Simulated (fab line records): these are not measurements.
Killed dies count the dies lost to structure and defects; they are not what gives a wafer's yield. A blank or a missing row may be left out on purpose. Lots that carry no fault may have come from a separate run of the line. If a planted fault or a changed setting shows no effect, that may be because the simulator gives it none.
Which of the tools did it?    flow n5_finfet    Sampling: 8 lots, 23 wafers, 8 of 1938 route steps

WHAT EACH GAUGE READ, for each wafer
N5_BEOL_M2_CD_MEAS_28: target cd 26.2 nm, target cd y 24.1 nm.
lot   measured      on         cd_nm (nm)
L372  day 6 23:48   cd_sem-02  26.38 26.35 26.35
L375  day 7 23:35   cd_sem-03  26.19 25.84
L379  day 9 01:55   cd_sem-01  26.24 26.13 26.50
L383  day 9 13:43   cd_sem-02  26.21 26.46 26.06
L385  day 10 01:25  cd_sem-03  26.03 25.80 26.27
L388  day 11 01:41  cd_sem-03  26.05 26.15 26.03
L393  day 12 11:55  cd_sem-03  26.20 26.64 26.40
L394  day 13 14:20  cd_sem-03  26.15 26.20 25.95

N5_BEOL_M2_OCD_MEAS_38.
lot   measured      on      trench_depth_nm (nm)
L372  day 7 11:27   ocd-01  54.9 54.8 54.4
L375  day 8 07:25   ocd-02  55.8 92.0
L379  day 9 14:41   ocd-02  54.6 54.9 90.4
L383  day 12 04:35  ocd-02  55.1 54.9 55.3
L385  day 12 18:10  ocd-02  54.6 54.3 54.9
L388  day 12 19:06  ocd-01  53.3 53.8 54.4
L393  day 14 01:55  ocd-02  53.4 55.7 55.5
L394  day 14 11:06  ocd-02  54.8 54.8 56.5

N5_BEOL_M2_THK_MEAS_53: measures by xrf.
lot   measured      on             M2_THK (nm)
L372  day 7 15:41   film_metro-02  38.5 38.6 38.9
L375  day 8 11:05   film_metro-01  39.9 74.9
L379  day 14 08:03  film_metro-01  37.8 40.4 74.7
L383  day 12 08:02  film_metro-02  38.8 37.5 38.6
L385  day 12 21:54  film_metro-01  37.6 38.1 37.5
L388  day 12 22:31  film_metro-01  37.7 36.0 37.9
L393  day 14 07:20  film_metro-01  38.4 39.9 40.3
L394  day 14 14:40  film_metro-02  39.5 39.3 41.3

N5_BEOL_M2_RS_MEAS_58: measures by four-point-probe.
lot   measured      on             M2_RS (ohm/sq)
L372  day 7 17:22   film_metro-01  0.691 0.689 0.689
L375  day 8 11:23   film_metro-02  0.661 0.303
L379  day 14 08:19  film_metro-02  0.705 0.650 0.303
L383  day 12 08:19  film_metro-01  0.683 0.710 0.687
L385  day 12 22:10  film_metro-01  0.717 0.703 0.717
L388  day 12 22:46  film_metro-01  0.703 0.748 0.697
L393  day 14 07:38  film_metro-01  0.695 0.663 0.654
L394  day 14 14:56  film_metro-01  0.679 0.681 0.641

N5_BEOL_M4_RC_MEAS_101.
lot   measured      on         DIBL_N (mV/V)   DIBL_P (mV/V)   IOFF_N (nA/um)     IOFF_P (nA/um)     ION_N (uA/um)  ION_P (uA/um)  SERP_M2 (ohm/um)  SERP_M2_max_site (ohm/um)  SS_N (mV/dec)   SS_P (mV/dec)   VT_N (mV)          VT_P (mV)
L372  day 9 18:11   prober-01  37.5 37.8 35.0  38.2 39.5 35.7  0.185 0.200 0.143  0.238 0.248 0.190  676 675 670    460 459 463    197 213 194       202 226 211                71.3 73.1 71.3  74.3 74.2 73.0  247.9 245.3 250.0  -248.6 -248.1 -251.1
L375  day 10 22:22  prober-01  37.2 36.5       37.1 36.6       0.172 0.161        0.244 0.243        676 672        472 467        189 91            197 97                     71.9 71.8       73.9 73.0       248.4 247.0        -244.4 -247.3
L379  day 17 15:38  prober-02  35.6 35.7 36.2  35.6 36.2 36.6  0.134 0.138 0.144  0.184 0.190 0.195  670 664 668    460 463 461    203 186 90        228 200 100                71.4 71.3 71.4  73.3 72.7 73.2  250.1 251.8 250.7  -253.3 -253.4 -251.7
L383  day 14 23:47  prober-01  34.7 36.8 35.3  33.6 35.7 34.6  0.137 0.175 0.146  0.184 0.211 0.197  666 667 665    458 453 458    202 213 219       221 239 228                70.4 71.2 70.7  72.8 73.8 73.1  250.3 248.7 248.0  -251.3 -250.6 -250.7
L385  day 15 19:02  prober-02  36.0 34.5 36.7  35.6 33.9 36.1  0.151 0.128 0.169  0.238 0.210 0.253  667 662 682    468 464 467    202 193 193       214 211 205                71.7 70.8 71.6  73.2 72.8 72.9  248.3 253.7 245.5  -246.1 -245.9 -243.8
L388  day 16 16:17  prober-01  36.3 36.7 35.7  36.6 36.6 35.8  0.168 0.178 0.158  0.226 0.231 0.221  687 688 690    470 471 471    194 201 192       202 206 204                71.9 71.6 71.9  73.7 74.1 73.8  247.1 243.7 247.6  -248.9 -246.9 -246.9
L393  day 17 17:07  prober-01  35.6 36.3 36.0  35.2 34.7 35.2  0.158 0.159 0.158  0.210 0.200 0.205  682 666 675    464 459 458    196 195 208       212 213 212                72.1 72.0 71.3  73.3 73.4 73.0  248.2 249.2 249.8  -248.4 -250.9 -249.2
L394  day 16 04:41  prober-02  37.2 38.7 37.2  36.6 36.8 35.6  0.171 0.196 0.161  0.241 0.250 0.223  678 671 674    467 461 464    220 208 188       227 222 199                72.2 72.8 71.9  73.7 73.2 73.3  251.6 246.3 247.5  -246.2 -246.9 -249.5

WHAT TOOL EACH LOT RAN ON (gives the tool, then ch and the chambers of the sampled wafers, and finally the start)
lot   N5_BEOL_M2_DESCUM_33                N5_BEOL_M2_TRENCH_ETCH_37           N5_BEOL_M2_SPUTTER_48
L372  rie_diel-05 ch 0,3, day 6 23:59     rie_diel-04 ch 0,2, day 7 11:18     pvd_sputter-01, day 7 13:07
L375  rie_diel-05 ch 0,3, day 7 23:43     rie_diel-02 ch 1, day 8 07:15       pvd_sputter-01, day 8 08:32
L379  rie_diel-05 ch 0,3, day 9 02:02     rie_diel-02 ch 0,1,3, day 9 14:32   pvd_sputter-03, day 9 16:44
L383  rie_diel-04 ch 0,2,3, day 9 13:50   rie_diel-05 ch 0,1,3, day 12 04:26  pvd_sputter-01, day 12 05:23
L385  rie_diel-05 ch 1,2,3, day 10 01:32  rie_diel-05 ch 0,3, day 12 18:01    pvd_sputter-01, day 12 19:21
L388  rie_diel-04 ch 0,1,3, day 11 01:49  rie_diel-02 ch 0,1,3, day 12 18:57  pvd_sputter-02, day 12 19:56
L393  rie_diel-02 ch 0,1,3, day 12 12:02  rie_diel-02 ch 0,1,3, day 14 01:46  pvd_sputter-01, day 14 04:47
L394  rie_diel-02 ch 1,2, day 13 14:30    rie_diel-04 ch 1,2,3, day 14 10:56  pvd_sputter-01, day 14 12:07
- N5_BEOL_M2_DESCUM_33: chemistry O2, time 7 s.
- N5_BEOL_M2_TRENCH_ETCH_37: etches SiOC in C4F6/O2, target depth 55.555 nm, time 29.2 s.
- N5_BEOL_M2_SPUTTER_48: material Cu, target thk 4.5 nm, time 8.29 s.

WHAT THE TOOLS THEMSELVES READ (means of the sampled wafers that have a number; where no wafer has one, the mark that the record gives instead)
N5_BEOL_M2_DESCUM_33.
lot   tool         drypump_motor_current_A (A)  oes_product_au (a.u.)  rf_vpp_V (V)  showerhead_plenum_p_Torr (Torr)  throttle_valve_pct (%)
L372  rie_diel-05  6.4                          0.88                   244.7         2.15                             20.42
L375  rie_diel-05  6.5                          0.81                   243.1         2.16                             20.48
L379  rie_diel-05  6.5                          0.77                   244.0         2.16                             20.53
L383  rie_diel-04  5.4                          0.77                   243.5         2.15                             20.47
L385  rie_diel-05  5.9                          0.78                   245.2         2.19                             20.53
L388  rie_diel-04  5.6                          0.92                   244.5         2.13                             20.39
L393  rie_diel-02  5.7                          0.72                   241.7         2.05                             20.52
L394  rie_diel-02  5.7                          0.72                   244.2         2.17                             20.49

N5_BEOL_M2_TRENCH_ETCH_37.
lot   tool         drypump_motor_current_A (A)  oes_product_au (a.u.)  rf_vpp_V (V)  showerhead_plenum_p_Torr (Torr)  throttle_valve_pct (%)
L372  rie_diel-04  5.5                          0.69                   661           2.78                             20.96
L375  rie_diel-02  5.7                          0.90                   664           2.95                             20.86
L379  rie_diel-02  5.6                          0.83                   665           2.80                             20.92
L383  rie_diel-05  6.1                          0.81                   670           2.95                             20.82
L385  rie_diel-05  6.4                          0.80                   675           2.90                             20.89
L388  rie_diel-02  5.6                          0.71                   663           2.79                             20.94
L393  rie_diel-02  5.6                          0.70                   664           2.78                             20.95
L394  rie_diel-04  5.3                          0.90                   663           2.81                             20.79

N5_BEOL_M2_SPUTTER_48.
lot   tool            substrate_temp_c (C)  throttle_valve_pct (%)
L372  pvd_sputter-01  -19.94                29.3
L375  pvd_sputter-01  -19.98                29.0
L379  pvd_sputter-03  -19.98                29.0
L383  pvd_sputter-01  -20.04                29.2
L385  pvd_sputter-01  -20.00                29.5
L388  pvd_sputter-02  -20.19                30.0
L393  pvd_sputter-01  -19.93                31.0
L394  pvd_sputter-01  -20.03                29.6

THE ANSWER, worked out from the rows above alone
Rule: usual is defined by the lots themselves. Put in order of their means at a reading, lots are off if they are a third of the lots or fewer, leave a main group of 4 or more, and stand apart from it by a gap of 3 or more times the standard deviation of the main group's means; of several such gaps the widest counts. The tables above print the reading to a certain number of digits; a main group whose means all agree to those digits is not used. Also off: a lot with no number at a reading for which 4 or more lots have one. Where the step has rows for the other lots, those lots are counted as sound. The gauges are gone through in route order, then the tools' own readings, and for those a lot's mean is taken as printed above. The first step at which some lot is off is used, and at that step the reading that is off furthest; a lot without a number counts as furthest.
Off: L375, L379 (N5_BEOL_M2_OCD_MEAS_38, trench_depth_nm). The main group: mean 54.7 nm, standard deviation 0.48.
If a tool, at a process step before that reading, ran all the lots that are off and no sound lot after the first of them, it fits. The gauges at N5_BEOL_M2_OCD_MEAS_38 aren't tried: what is off there is off at N5_BEOL_M2_THK_MEAS_53 too, on other tools, and a gauge's error can't cause that. Not one of the candidates tried fits.

WHAT THE SIMULATOR HAD PUT IN
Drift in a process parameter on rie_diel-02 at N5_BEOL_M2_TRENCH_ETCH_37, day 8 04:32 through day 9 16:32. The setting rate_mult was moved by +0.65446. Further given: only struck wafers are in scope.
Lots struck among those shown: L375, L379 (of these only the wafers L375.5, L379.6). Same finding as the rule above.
